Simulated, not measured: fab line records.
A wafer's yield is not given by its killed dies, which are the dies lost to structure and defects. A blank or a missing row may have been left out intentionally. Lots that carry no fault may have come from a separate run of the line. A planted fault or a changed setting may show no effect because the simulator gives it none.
Chamber matching -- flow n5 finfet -- N5_BEOL_M1_CO_CAP_55 on cvd co-01 has 3 sister chambers
The step material Co, precursor CCTBA/H2, target thk 2 nm, time 102.1 s. 3 wafers are shown with their chamber, then 12 later ones without.

WAFERS WITH THEIR CHAMBER
wafer,chamber,heater power w (W)
L085.1,0,228
L085.4,2,272
L085.5,1,230

WAFERS MISSING THEIR CHAMBER
wafer,heater power w (W)
L089.1,281
L089.3,224
L089.4,270
L090.4,276
L090.5,223
L090.6,230
L091.1,226
L091.2,224
L091.4,223
L092.4,224
L092.5,230
L092.6,277

EACH ONE'S CHAMBER
wafer,from the rows above,in truth
L089.1,2,2
L089.3,can't be placed: 0 or 1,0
L089.4,2,2
L090.4,2,2
L090.5,can't be placed: 0 or 1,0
L090.6,can't be placed: 1 or 0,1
L091.1,can't be placed: 0 or 1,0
L091.2,can't be placed: 0 or 1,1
L091.4,can't be placed: 0 or 1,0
L092.4,can't be placed: 0 or 1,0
L092.5,can't be placed: 1 or 0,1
L092.6,2,2
4 of 12 placed correctly. Cannot be placed on the basis of these rows: 8; the candidates contain the true chamber in 8. Placed wrongly: 0.
How it was worked out, from the rows above alone: a wafer's distance from a chamber is the root of the sum, over the readings, of the square of ((its reading less the chamber's mean) divided by the reading's scatter). If the next closest chamber is less than 2 further off than the closest, the wafer can't be placed; otherwise it belongs to the closest. Each chamber's mean is taken over the wafers shown for it. The scatter: with one shown wafer a chamber, the root of the mean of the squares of how far each hidden wafer lies from its nearest shown one.
